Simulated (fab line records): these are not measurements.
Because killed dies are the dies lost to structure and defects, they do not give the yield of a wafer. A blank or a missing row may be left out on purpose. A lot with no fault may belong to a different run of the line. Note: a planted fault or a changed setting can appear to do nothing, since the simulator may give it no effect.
fab line records	flow n5-finfet
record lots=5	wafers=15	last-day=16
route steps=1938 shown BEOL_M2@872 BEOL_M4@1111 PASSIVATION@1936
lots that met no fault: from a run of the same line without faults
start-h: the number of hours between the record's first day and the start of the first shown wafer of the lot	wait-h: time in hours since the lot's previous step	" repeats the value in the row above	L1.1+2: a row that stands for several wafers	- either no value or no given start	* or withheld: withheld	< > ~ a bound
route shown NAME@n: NAME is a module with steps in the file, n the number in the route of the first one	usual: the fault-free wafers' mean and standard deviation	same: alike in all rows	chamber/n: place in a boat	sites: per-site readings	_std_site: standard deviation of those values	_edge_site: mean of outer sites minus mean of inner sites	radius-mm: how far each site lies from the wafer's centre	mask NAME#n: copy n	behind: tool/chamber where the wafer was last shaped	hold: reason for holding the lot/hours on hold/outcome of the hold	device: the transistor (n, p or np) that didn't switch	end of line: the tests these same wafers got at the end of their route	step lacking rows: just its recipe	killed: the dies lost at the first sort to structure and to defects; this is not the yield of the wafer	map: a wafer's dies, marking killed ones x, the rest . and places with no die _
set.NAME: the setting the step ran with; set.NAME@STEP: the setting that earlier step ran with	model.NAME: the simulator's own value behind a step, which no gauge read
lots at some steps of the route; a table a step, a row a wafer
services: when a tool's chamber went out of use (start-h, in hours from the record's first day, below 0 if earlier), for how many hours, and the reason
## steps
# step N5_BEOL_M2_SOFTBAKE_23
# recipe temp-c=110	time-s=60	resist=CAR-EUV
# step N5_BEOL_M2_EXPOSE_25
# recipe mask-id=V1	na=0.33	source-shape=quasar	sigma-inner=0.2	sigma-outer=0.8	polarization=unpolarized	defocus-nm=5	dose-mj=63
# step N5_BEOL_M2_PEB_26
# recipe peb-temp-c=100	peb-time-s=60	resist=CAR-EUV
# step N5_BEOL_M2_DEVELOP_27
# recipe develop-time-s=30	developer=TMAH	resist=CAR-EUV	rinse-liquid=surfactant-rinse	dry=air-spin	dev-temp-c=23
# step N5_BEOL_M2_CD_MEAS_28
# recipe target-cd-nm=26.2	landing-energy-ev=500	detector=se-inlens	target-cd-y-nm=24.1	polarity=opening
# usual cd-nm=26.17/0.24
lot.wafer	tool	chamber	start-h	wait-h	cd-nm
L872.2	cd-sem-01	0	147.69	-	26.13
L872.3	"	0	"	"	26.00
L872.5	"	0	"	"	26.06
L874.1	cd-sem-03	0	160.80	-	25.85
L874.3	"	0	"	"	26.12
L874.5	"	0	"	"	26.12
L881.1	cd-sem-02	0	213.31	-	25.83
L881.3	"	0	"	"	25.65
L881.4	"	0	"	"	25.77
L886.1	cd-sem-01	0	228.58	-	26.04
L886.2	"	0	"	"	26.09
L886.5	"	0	"	"	25.68
L887.1	cd-sem-02	0	245.37	-	26.27
L887.3	"	0	"	"	25.89
L887.4	"	0	"	"	26.44
# step N5_BEOL_M2_OVL_MEAS_29
# recipe points-per-wafer=522
# usual V1_OVL=0.3/0.66
lot.wafer	tool	chamber	start-h	wait-h	V1_OVL[nm]
L872.2	overlay-01	0	147.72	0.0	-0.5
L872.3	"	0	"	"	0.1
L872.5	"	0	"	"	-0.4
L874.1	overlay-02	0	160.83	0.0	0.0
L874.3	"	0	"	"	0.8
L874.5	"	0	"	"	0.6
L881.1	overlay-01	0	213.34	0.0	0.0
L881.3	"	0	"	"	0.1
L881.4	"	0	"	"	-0.8
L886.1	overlay-02	0	228.61	0.0	0.3
L886.2	"	0	"	"	-0.1
L886.5	"	0	"	"	0.2
L887.1	overlay-01	0	245.40	0.0	-0.1
L887.3	"	0	"	"	0.1
L887.4	"	0	"	"	0.5
# step N5_BEOL_M2_INSPECT_30
# recipe mode=adi	inspect-instrument=brightfield
# usual raw-defect-count=460/120
lot.wafer	tool	chamber	start-h	wait-h	raw-defect-count
L872.2	defect-inspect-02	-	147.78	0.0	312
L872.3	"	-	"	"	497
L872.5	"	-	"	"	427
L874.1	defect-inspect-02	-	160.89	0.1	580
L874.3	"	-	"	"	513
L874.5	"	-	"	"	498
L881.1	defect-inspect-01	-	213.40	0.1	408
L881.3	"	-	"	"	430
L881.4	"	-	"	"	419
L886.1	defect-inspect-01	-	228.67	0.1	282
L886.2	"	-	"	"	368
L886.5	"	-	"	"	316
L887.1	defect-inspect-02	-	245.46	0.1	548
L887.3	"	-	"	"	631
L887.4	"	-	"	"	605
# step N5_BEOL_M2_DESCUM_33
# recipe chemistry=O2	time-s=7	source-power-w=50	bias-power-w=20	pressure-mtorr=20	rf-frequency-hz=2.712e+07	temp-c=40	resist=CAR-EUV	o2-flow-sccm=225
# usual drypump-motor-current-A=5.5/0.36	oes-product-au=0.76/0.062	rf-vpp-V=242.9/1.3	showerhead-plenum-p-Torr=2.08/0.068	temp-c=40.01/0.11	throttle-valve-pct=20.60/0.26
lot.wafer	tool	chamber	start-h	wait-h	drypump-motor-current-A	oes-product-au	rf-hours-counter-h	rf-vpp-V	showerhead-plenum-p-Torr	temp-c	throttle-valve-pct
L872.2	rie-diel-02	3	147.90	0.1	5.1	0.76	170	244.9	2.19	39.95	20.96
L872.3	"	2	"	"	5.3	0.72	193	240.8	1.99	39.91	20.91
L872.5	"	0	"	"	6.1	0.78	-	241.3	2.01	39.99	20.26
L874.1	rie-diel-01	0	161.03	0.1	5.7	0.84	66	244.4	2.12	40.07	20.50
L874.3	"	2	"	"	5.7	0.80	93	244.0	2.12	40.06	20.60
L874.5	"	3	"	"	5.7	0.74	-	243.0	2.07	39.84	20.58
L881.1	rie-diel-02	1	213.44	0.0	5.2	0.76	156	242.1	2.10	40.02	20.54
L881.3	"	3	"	"	5.1	0.72	193	243.8	2.18	39.94	20.99
L881.4	"	0	"	"	6.1	0.76	168	242.5	2.00	39.91	20.30
L886.1	rie-diel-02	0	228.71	0.0	6.2	0.75	173	241.3	2.00	40.12	20.32
L886.2	"	3	"	"	5.1	0.73	199	242.9	2.18	39.99	20.98
L886.5	"	2	"	"	5.3	0.69	-	239.9	1.99	40.03	20.93
L887.1	rie-diel-02	1	245.50	0.0	5.2	0.75	167	242.4	2.10	40.04	20.57
L887.3	"	0	"	"	6.2	0.75	180	241.9	2.00	40.04	20.33
L887.4	"	2	"	"	5.3	0.69	222	241.6	1.98	40.00	20.96
# step N5_BEOL_M2_ETCH_77
# recipe chemistry=N2/H2	target=underlayer	target-depth-a=65	mask-material=CAR-EUV	time-s=5.2	ion-energy-ev=200	pressure-mtorr=30	source-w=840	bias-w=150	n2-flow-sccm=200	h2-flow-sccm=200	ends=cleared
# usual bias-w=149.9/0.47	drypump-motor-current-A=5.5/0.36	etch-rf-on-time-s=5.19/0.1	oes-product-au=0.65/0.053	rf-vpp-V=523.6/2.4	showerhead-plenum-p-Torr=2.53/0.081	throttle-valve-pct=18.03/0.25
lot.wafer	tool	chamber	start-h	wait-h	bias-w	drypump-motor-current-A	etch-rf-on-time-s	oes-product-au	rf-hours-counter-h	rf-vpp-V	showerhead-plenum-p-Torr	throttle-valve-pct
L872.2	rie-diel-02	3	147.94	0.0	149.2	5.1	5.24	0.63	170	527.2	2.66	18.43
L872.3	"	2	"	"	151.1	5.3	5.15	0.61	193	521.9	2.41	18.28
L872.5	"	0	"	"	149.6	6.2	5.25	0.66	-	523.2	2.44	17.76
L874.1	rie-diel-01	0	161.07	0.0	150.3	5.8	5.27	0.71	66	522.6	2.58	17.90
L874.3	"	2	"	"	150.6	5.7	5.16	0.69	93	526.1	2.57	18.05
L874.5	"	3	"	"	150.0	5.7	4.96	0.65	-	523.5	2.52	18.01
L881.1	rie-diel-02	1	213.47	0.0	150.0	5.2	5.36	0.64	156	525.1	2.55	17.90
L881.3	"	3	"	"	149.9	5.1	5.27	0.62	193	526.5	2.65	18.44
L881.4	"	0	"	"	149.4	6.1	5.30	0.64	168	520.8	2.43	17.78
L886.1	rie-diel-02	0	228.74	0.0	150.1	6.1	5.24	0.64	173	523.1	2.43	17.82
L886.2	"	3	"	"	150.2	5.1	5.19	0.62	199	524.4	2.64	18.47
L886.5	"	2	"	"	150.1	5.3	5.15	0.60	-	521.8	2.40	18.33
L887.1	rie-diel-02	1	245.53	0.0	149.6	5.2	5.23	0.63	167	522.2	2.54	17.90
L887.3	"	0	"	"	149.6	6.2	5.28	0.64	180	521.8	2.42	17.80
L887.4	"	2	"	"	149.5	5.3	5.20	0.59	222	520.9	2.39	18.33
# step N5_BEOL_M2_ETCH_69
# recipe chemistry=CF4	target=SiARC	target-depth-a=156	mask-material=CAR-EUV	time-s=26	ion-energy-ev=80	pressure-mtorr=40	source-w=545	bias-w=36	Ar_flow_sccm=100	cf4-flow-sccm=100	ends=cleared
# usual bias-w=36.00/0.11	drypump-motor-current-A=5.5/0.36	etch-rf-on-time-s=26.0/0.42	oes-product-au=0.65/0.052	rf-vpp-V=183.9/1.1	showerhead-plenum-p-Torr=2.13/0.059	throttle-valve-pct=15.78/0.21
lot.wafer	tool	chamber	start-h	wait-h	bias-w	drypump-motor-current-A	etch-rf-on-time-s	oes-product-au	rf-hours-counter-h	rf-vpp-V	showerhead-plenum-p-Torr	throttle-valve-pct
L872.2	rie-diel-02	3	147.96	0.0	36.01	5.1	26.1	0.64	170	185.3	2.22	15.97
L872.3	"	2	"	"	35.99	5.3	25.7	0.62	193	182.7	2.05	16.12
L872.5	"	0	"	"	35.80	6.1	25.9	0.67	-	183.9	2.07	15.52
L874.1	rie-diel-01	0	161.08	0.0	35.83	5.7	26.6	0.70	66	185.0	2.16	15.60
L874.3	"	2	"	"	35.95	5.6	25.8	0.68	93	184.6	2.16	15.70
L874.5	"	3	"	"	35.87	5.7	25.1	0.64	-	184.6	2.13	15.85
L881.1	rie-diel-02	1	213.49	0.0	35.95	5.2	26.4	0.64	156	184.5	2.15	15.66
L881.3	"	3	"	"	36.00	5.1	26.2	0.62	193	184.6	2.21	16.01
L881.4	"	0	"	"	35.80	6.1	26.5	0.64	168	184.5	2.06	15.59
L886.1	rie-diel-02	0	228.76	0.0	36.06	6.1	26.2	0.64	173	183.0	2.05	15.60
L886.2	"	3	"	"	35.92	5.1	26.2	0.62	199	185.9	2.21	16.03
L886.5	"	2	"	"	35.98	5.3	26.1	0.60	-	184.0	2.04	16.17
L887.1	rie-diel-02	1	245.55	0.0	35.96	5.2	25.9	0.64	167	183.5	2.14	15.68
L887.3	"	0	"	"	36.14	6.2	26.2	0.64	180	183.5	2.05	15.62
L887.4	"	2	"	"	36.03	5.3	26.1	0.60	222	183.8	2.04	16.19
# step N5_BEOL_M2_ALD_98
# recipe material=SiO2	target-thk-a=25	temp-c=100	ald-precursor-family=BDEAS	ald-co-reactant=O2-plasma	pulse-time-s=1	co-reactant-pulse-time-s=1	purge-time-s=2	co-reactant-purge-time-s=2	ald-cycles=17	pressure-torr=2
# usual heater-power-w=77/5.3	precursor-pulse-height-rel=1.001/0.019
lot.wafer	tool	chamber	start-h	wait-h	heater-power-w	precursor-pulse-height-rel
L872.2	ald-sin-04	1	148.04	0.1	78	1.026
L872.3	"	2	"	"	86	1.014
L872.5	"	3	"	"	78	0.995
L874.1	ald-sin-02	3	161.16	0.1	74	0.969
L874.3	"	2	"	"	81	0.986
L874.5	"	0	"	"	76	1.009
L881.1	ald-sin-02	1	213.58	0.1	71	0.995
L881.3	"	3	"	"	74	0.989
L881.4	"	0	"	"	74	1.027
L886.1	ald-sin-02	2	229.03	0.2	80	1.008
L886.2	"	1	"	"	68	1.001
L886.5	"	3	"	"	75	0.964
L887.1	ald-sin-03	0	245.63	0.1	78	0.984
L887.3	"	2	"	"	85	1.015
L887.4	"	1	"	"	75	0.991
# step N5_BEOL_M2_ETCHBACK_99
# recipe chemistry=CHF3	target=SiO2	target-depth-a=50	time-s=10.4	source-w=215	bias-w=47	Ar_flow_sccm=200	CHF3_flow_sccm=12	ion-energy-ev=100	pressure-mtorr=30
# usual bias-w=47.01/0.14	drypump-motor-current-A=5.5/0.31	oes-product-au=0.77/0.064	rf-vpp-V=241/4.8	showerhead-plenum-p-Torr=2.15/0.06	throttle-valve-pct=17.26/0.19
lot.wafer	tool	chamber	start-h	wait-h	bias-w	drypump-motor-current-A	oes-product-au	rf-hours-counter-h	rf-vpp-V	showerhead-plenum-p-Torr	throttle-valve-pct
L872.2	rie-diel-01	1	149.50	1.4	47.02	5.8	0.93	17	245	2.20	16.95
L872.3	"	2	"	"	47.23	5.7	0.81	88	236	2.17	17.13
L872.5	"	2	"	"	47.21	5.6	0.81	-	238	2.17	17.14
L874.1	rie-diel-01	1	163.97	2.8	47.09	5.7	0.92	23	247	2.20	16.96
L874.3	"	2	"	"	47.07	5.7	0.81	94	236	2.17	17.15
L874.5	"	3	"	"	47.21	5.7	0.75	-	243	2.14	17.31
L881.1	rie-diel-01	1	215.94	2.3	47.00	5.7	0.88	39	247	2.19	17.00
L881.3	"	3	"	"	46.87	5.7	0.73	198	244	2.13	17.34
L881.4	"	0	"	"	47.30	5.8	0.81	83	244	2.18	17.18
L886.1	rie-diel-02	3	239.45	10.4	47.03	5.1	0.73	203	248	2.23	17.52
L886.2	"	0	"	"	47.26	6.1	0.75	177	234	2.07	17.08
L886.5	"	2	"	"	46.84	5.3	0.69	-	248	2.04	17.59
L887.1	rie-diel-02	2	247.23	1.5	46.80	5.3	0.69	223	247	2.04	17.60
L887.3	"	0	"	"	47.02	6.1	0.75	180	237	2.07	17.10
L887.4	"	3	"	"	46.94	5.1	0.72	206	249	2.22	17.53
# step N5_BEOL_M2_ETCH_70
# recipe chemistry=N2/H2	target=SOC	target-depth-a=800	overetch-a=240	mask-material=SiARC	temp-c=40	time-s=130	ion-energy-ev=200	pressure-mtorr=30	source-w=840	bias-w=150	n2-flow-sccm=200	h2-flow-sccm=200
# usual bias-w=150.0/0.48	drypump-motor-current-A=5.6/0.31	oes-product-au=0.56/0.046	rf-vpp-V=523.7/2.3	showerhead-plenum-p-Torr=2.53/0.075	temp-c=39.99/0.1	throttle-valve-pct=17.97/0.24
lot.wafer	tool	chamber	start-h	wait-h	bias-w	drypump-motor-current-A	oes-product-au	rf-hours-counter-h	rf-vpp-V	showerhead-plenum-p-Torr	temp-c	throttle-valve-pct	model.SiARC_of_BEOL_M2_COAT_68.thk-nm
L872.2	rie-diel-01	1	149.54	0.0	150.1	5.7	0.68	17	525.2	2.58	39.99	17.51	5.8
L872.3	"	2	"	"	149.9	5.7	0.60	88	523.7	2.57	40.19	18.00	5.8
L872.5	"	2	"	"	149.2	5.7	0.60	-	524.0	2.57	40.06	18.01	6
L874.1	rie-diel-01	1	164.00	0.0	149.7	5.8	0.67	23	525.3	2.58	39.93	17.54	5.6
L874.3	"	2	"	"	149.2	5.6	0.59	94	524.7	2.57	40.13	18.02	5.8
L874.5	"	3	"	"	149.9	5.7	0.54	-	523.0	2.52	40.00	17.97	5.6
L881.1	rie-diel-01	1	215.98	0.0	149.4	5.8	0.65	39	524.2	2.57	39.71	17.57	5.6
L881.3	"	3	"	"	149.5	5.7	0.53	198	522.8	2.52	39.88	18.00	5.4
L881.4	"	0	"	"	151.0	5.7	0.60	83	524.8	2.57	40.04	17.90	7.4
L886.1	rie-diel-02	3	239.48	0.0	150.0	5.1	0.53	203	528.0	2.64	40.14	18.43	5.8
L886.2	"	0	"	"	150.6	6.2	0.56	177	520.9	2.43	40.00	17.78	6
L886.5	"	2	"	"	149.7	5.3	0.52	-	519.8	2.39	39.91	18.27	5.6
L887.1	rie-diel-02	2	247.26	0.0	150.2	5.3	0.51	223	520.5	2.39	39.97	18.27	5.6
L887.3	"	0	"	"	149.8	6.1	0.55	180	520.8	2.42	40.10	17.78	6
L887.4	"	3	"	"	149.8	5.1	0.53	206	526.0	2.64	39.86	18.42	5.8
# step N5_BEOL_M2_STRIP_71
# recipe chemistry=N2/H2	temp-c=40	n2-flow-sccm=200	h2-flow-sccm=200	rf-frequency-hz=6e+07
# step N5_BEOL_M4_RC_MEAS_101
# usual DIBL_N=36.5/1.9	DIBL_P=36.7/2.1	IOFF_N=0.17/0.035	IOFF_P=0.22/0.042	ION_N=676/10	ION_P=462/8.1	SS_N=71.5/0.72	SS_P=73.4/0.7	VT_N=249/3.1	VT_P=-250/3.9
lot.wafer	tool	chamber	start-h	wait-h	DIBL_N[mV/V]	DIBL_P[mV/V]	IOFF_N[nA/um]	IOFF_P[nA/um]	ION_N[uA/um]	ION_P[uA/um]	SS_N[mV/dec]	SS_P[mV/dec]	VT_N[mV]	VT_P[mV]
L872.2	prober-01	0	181.16	0.2	33.9	35.5	0.14	0.16	677	450	71.3	73.1	250	-257
L872.3	"	0	"	"	33.7	35.1	0.13	0.16	673	455	71.2	72.9	250	-257
L872.5	"	0	"	"	33.7	35.3	0.12	0.15	666	453	70.6	72.4	255	-256
L874.1	prober-02	0	193.66	0.0	34.8	35.1	0.12	0.19	662	463	71.1	73.1	253	-252
L874.3	"	0	"	"	34.6	34.4	0.12	0.18	663	459	71.2	72.5	255	-252
L874.5	"	0	"	"	35.4	36.0	0.14	0.20	672	467	71.2	73.1	252	-250
L881.1	prober-01	0	251.37	0.0	36.1	36.4	0.15	0.20	662	459	71.8	73.0	252	-252
L881.3	"	0	"	"	35.5	34.7	0.14	0.17	665	452	72.0	72.9	251	-253
L881.4	"	0	"	"	34.6	33.7	0.13	0.16	665	458	71.5	72.3	254	-255
L886.1	prober-01	0	268.92	0.0	35.7	34.7	0.14	0.19	673	463	71.5	72.8	252	-251
L886.2	"	0	"	"	39.1	37.3	0.21	0.22	667	457	72.8	73.4	246	-250
L886.5	"	0	"	"	38.1	37.7	0.19	0.23	678	466	72.4	73.4	249	-251
L887.1	prober-02	0	279.55	0.0	37.2	37.5	0.18	0.28	681	479	71.7	74.4	249	-242
L887.3	"	0	"	"	36.6	35.9	0.18	0.25	679	466	71.1	73.5	249	-244
L887.4	"	0	"	"	36.9	37.4	0.19	0.29	694	482	71.2	73.7	246	-239
# step N5_PASSIVATION_PROBE_49
# usual defect-limited-yield=91.4/1.5	killed_at_M0_to_M3=35/12	killed_at_M4_up=13/5.8	killed-at-contacts=12/5.5	killed-at-front-end=36/9.9	killed-at-other=4/3.7	killed-dies=101/18	killed-open=66/13	killed-short=33/8	sort_bin_5_function=5.0/1	sort_bin_6_memory=3.2/0.67	sort-n-pass=1079/18	sort-yield-pct=91.4/1.5
# same gross-dies=1180	killed-at-back-side=0	sort_bin_4_leakage[%]=0	sort_bin_8_speed[%]=0
lot.wafer	tool	chamber	start-h	wait-h	defect-limited-yield[%]	killed_at_M0_to_M3	killed_at_M4_up	killed-at-contacts	killed-at-front-end	killed-at-other	killed-dies	killed-open	killed-short	sort_bin_5_function[%]	sort_bin_6_memory[%]	sort-n-pass	sort-yield-pct[%]
L872.2	prober-01	-	290.79	0.1	91.8	13	6	13	60	5	97	71	26	4.9	3.1	1083	91.8
L872.3	prober-01	-	290.84	0.1	90.8	35	9	16	42	6	108	71	29	4.7	3.5	1072	90.8
L872.5	prober-01	-	290.94	0.2	92.1	24	18	11	35	5	93	62	31	5.0	2.7	1087	92.1
L874.1	prober-02	-	308.10	0.0	89.7	51	13	11	46	1	122	77	40	5.3	4.2	1058	89.7
L874.3	prober-02	-	308.20	0.1	91.3	39	9	6	44	5	103	63	38	5.0	3.4	1077	91.3
L874.5	prober-02	-	308.30	0.2	91.6	36	14	7	35	7	99	63	34	4.5	3.6	1081	91.6
L881.1	prober-02	-	365.02	0.0	92.8	18	10	13	40	4	85	52	31	4.3	2.7	1095	92.8
L881.3	prober-02	-	365.12	0.1	91.5	30	9	15	36	10	100	67	31	5.3	2.8	1080	91.5
L881.4	prober-02	-	365.17	0.2	91.3	26	12	13	41	11	103	64	37	4.9	3.5	1077	91.3
L886.1	prober-02	-	377.08	0.0	92.3	19	7	12	44	9	91	57	25	3.8	3.0	1089	92.3
L886.2	prober-02	-	377.13	0.1	91.4	27	8	17	30	20	102	67	33	5.1	3.3	1078	91.4
L886.5	prober-02	-	377.28	0.2	91.8	33	6	17	27	14	97	52	43	5.0	2.8	1083	91.8
L887.1	prober-01	-	380.61	0.0	88.1	62	8	24	39	7	140	99	40	6.9	4.7	1040	88.1
L887.3	prober-01	-	380.71	0.1	88.8	55	6	23	41	7	132	80	50	6.4	4.3	1048	88.8
L887.4	prober-01	-	380.76	0.2	88.6	63	6	26	27	12	134	86	45	7.6	3.6	1046	88.6
# killed by level:class
L872.2 FIN_SAQP:geometric-particle:open=25 MOL_CONTACT_COAG:geometric-particle:open=9 FIN_SAQP:geometric-particle:short=8 STI_FIN_REVEAL:geometric-particle:open=5 DUMMY_GATE:geometric-particle:open=5 BEOL_M3:geometric-particle:open=5 MOL_CONTACT_COAG:geometric-particle:short=4 GATE_CUT:geometric-particle:open=4
L872.3 MOL_CONTACT_COAG:geometric-particle:open=14 BEOL_M0_SAQP:geometric-particle:open=12 BEOL_M0_SAQP:geometric-particle:short=9 HKMG_FIN:area-etch=8 FIN_SAQP:geometric-particle:short=6 FIN_SAQP:geometric-particle:open=6 STI_FIN_REVEAL:geometric-particle:open=5 BEOL_M2:geometric-particle:open=5
L872.5 FIN_SAQP:geometric-particle:open=11 MOL_CONTACT_COAG:geometric-particle:open=11 FIN_SAQP:geometric-particle:short=9 BEOL_M4:geometric-particle:open=7 BEOL_M0_SAQP:geometric-particle:short=6 BEOL_M0_SAQP:geometric-particle:open=6 STI_FIN_REVEAL:geometric-particle:open=5 DUMMY_GATE:geometric-particle:open=4
L874.1 BEOL_M0_SAQP:geometric-particle:short=19 BEOL_M0_SAQP:geometric-particle:open=18 FIN_SAQP:geometric-particle:open=12 STI_FIN_REVEAL:geometric-particle:open=9 MOL_CONTACT_COAG:geometric-particle:open=7 FIN_SAQP:geometric-particle:short=5 BEOL_M4:geometric-particle:open=5 MOL_CONTACT_COAG:geometric-particle:short=4
L874.3 BEOL_M0_SAQP:geometric-particle:short=14 STI_FIN_REVEAL:geometric-particle:open=13 FIN_SAQP:geometric-particle:short=9 BEOL_M3:geometric-particle:open=9 FIN_SAQP:geometric-particle:open=8 BEOL_M0_SAQP:geometric-particle:open=7 BEOL_M1:geometric-particle:open=7 MOL_CONTACT_COAG:geometric-particle:open=5
L874.5 BEOL_M0_SAQP:geometric-particle:open=12 BEOL_M0_SAQP:geometric-particle:short=11 FIN_SAQP:geometric-particle:open=9 FIN_SAQP:geometric-particle:short=6 DUMMY_GATE:geometric-particle:open=6 MOL_CONTACT_COAG:geometric-particle:open=6 BEOL_M5:geometric-particle:open=4 MIM_BOT:geometric-particle:short=4
L881.1 MOL_CONTACT_COAG:geometric-particle:open=10 BEOL_M0_SAQP:geometric-particle:open=8 BEOL_M0_SAQP:geometric-particle:short=8 FIN_SAQP:geometric-particle:open=7 FIN_SAQP:geometric-particle:short=6 GATE_CUT:geometric-particle:open=6 GATE_CUT:geometric-particle:short=4 STARTING-WAFER:geometric-particle:short=4
L881.3 MOL_CONTACT_COAG:geometric-particle:open=14 BEOL_M0_SAQP:geometric-particle:short=12 FIN_SAQP:geometric-particle:open=9 BEOL_M1:geometric-particle:open=7 BEOL_M4:geometric-particle:open=5 BEOL_M0:geometric-particle:open=5 STI_FIN_REVEAL:geometric-particle:open=4 STARTING-WAFER:geometric-particle:open=4
L881.4 MOL_CONTACT_COAG:geometric-particle:open=11 BEOL_M0_SAQP:geometric-particle:short=10 STI_FIN_REVEAL:geometric-particle:open=8 BEOL_M4:geometric-particle:open=7 BEOL_M0:geometric-particle:open=5 STARTING-WAFER:geometric-particle:open=5 STI_FIN_REVEAL:geometric-particle:short=4 BEOL_M0_SAQP:geometric-particle:open=4
L886.1 MOL_CONTACT_COAG:geometric-particle:open=10 STI_FIN_REVEAL:geometric-particle:open=9 HKMG_FIN:area-etch=9 FIN_SAQP:geometric-particle:open=7 FIN_SAQP:geometric-particle:short=6 BEOL_M0_SAQP:geometric-particle:open=5 MIM_BOT:geometric-particle:short=5 BEOL_M0_SAQP:geometric-particle:short=4
L886.2 MOL_CONTACT_COAG:geometric-particle:open=13 BEOL_M3:geometric-particle:open=9 BEOL_M2:geometric-particle:open=8 STI_FIN_REVEAL:geometric-particle:open=6 FIN_SAQP:geometric-particle:open=5 BEOL_M0_SAQP:geometric-particle:open=5 FIN_SAQP:geometric-particle:short=4 PASS1_CAP:geometric-particle:short=4
L886.5 MOL_CONTACT_COAG:geometric-particle:open=14 BEOL_M3:geometric-particle:open=8 BEOL_M0_SAQP:geometric-particle:short=7 MIM_BOT:geometric-particle:short=7 BEOL_M0_SAQP:geometric-particle:open=6 FIN_SAQP:geometric-particle:short=5 ILD0:geometric-particle:short=5 BEOL_M3:geometric-particle:short=5
L887.1 BEOL_M3:geometric-particle:open=19 MOL_CONTACT_COAG:geometric-particle:open=18 BEOL_M0_SAQP:geometric-particle:open=9 BEOL_M1:geometric-particle:open=9 GATE_CUT:geometric-particle:short=8 BEOL_M2:geometric-particle:open=8 FIN_SAQP:geometric-particle:open=7 DUMMY_GATE:geometric-particle:open=7
L887.3 MOL_CONTACT_COAG:geometric-particle:open=17 BEOL_M3:geometric-particle:open=14 BEOL_M2:geometric-particle:open=13 BEOL_M1:geometric-particle:short=11 FIN_SAQP:geometric-particle:open=7 GATE_CUT:geometric-particle:open=7 STI_FIN_REVEAL:geometric-particle:open=6 MOL_CONTACT_COAG:geometric-particle:short=6
L887.4 MOL_CONTACT_COAG:geometric-particle:open=21 BEOL_M3:geometric-particle:open=15 BEOL_M0_SAQP:geometric-particle:short=12 BEOL_M1:geometric-particle:open=11 BEOL_M2:geometric-particle:open=8 BEOL_M0_SAQP:geometric-particle:open=7 DUMMY_GATE:geometric-particle:open=6 GATE_CUT:geometric-particle:short=6
## services
tool	chamber	start-h	hours	kind
ald-sin-02	-	150.28	6.0	pm
rie-diel-02	2	173.19	5.9	repair
ald-sin-02	2	176.22	2.9	repair
ald-sin-03	-	176.81	14.0	pm
ald-sin-03	0	176.81	14.0	vent-cycle
ald-sin-03	1	176.81	14.0	vent-cycle
ald-sin-03	2	176.81	14.0	vent-cycle
ald-sin-03	3	176.81	14.0	vent-cycle
rie-diel-02	-	182.74	0.5	repair
ald-sin-03	0	190.81	-	clean
ald-sin-03	1	190.81	-	clean
ald-sin-03	2	190.81	-	clean
ald-sin-03	3	190.81	-	clean
rie-diel-02	2	192.53	6.0	repair
ald-sin-04	-	244.21	2.8	pm
## key
first-sign none at tools or gauges
model-effect step=N5_BEOL_M2_ETCH_70	value=SiARC_of_BEOL_M2_COAT_68.thk-nm	without=5.8	struck=7.4
met-at N5_BEOL_M2_ETCH_70
struck-wafers L881.4
fault kind=process-parameter-drift	tool=rie-diel-01	chamber=0	onset-h=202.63	steps=N5_BEOL_M2_ETCH_70	channel=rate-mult	offset=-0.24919	shape=step	end-h=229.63
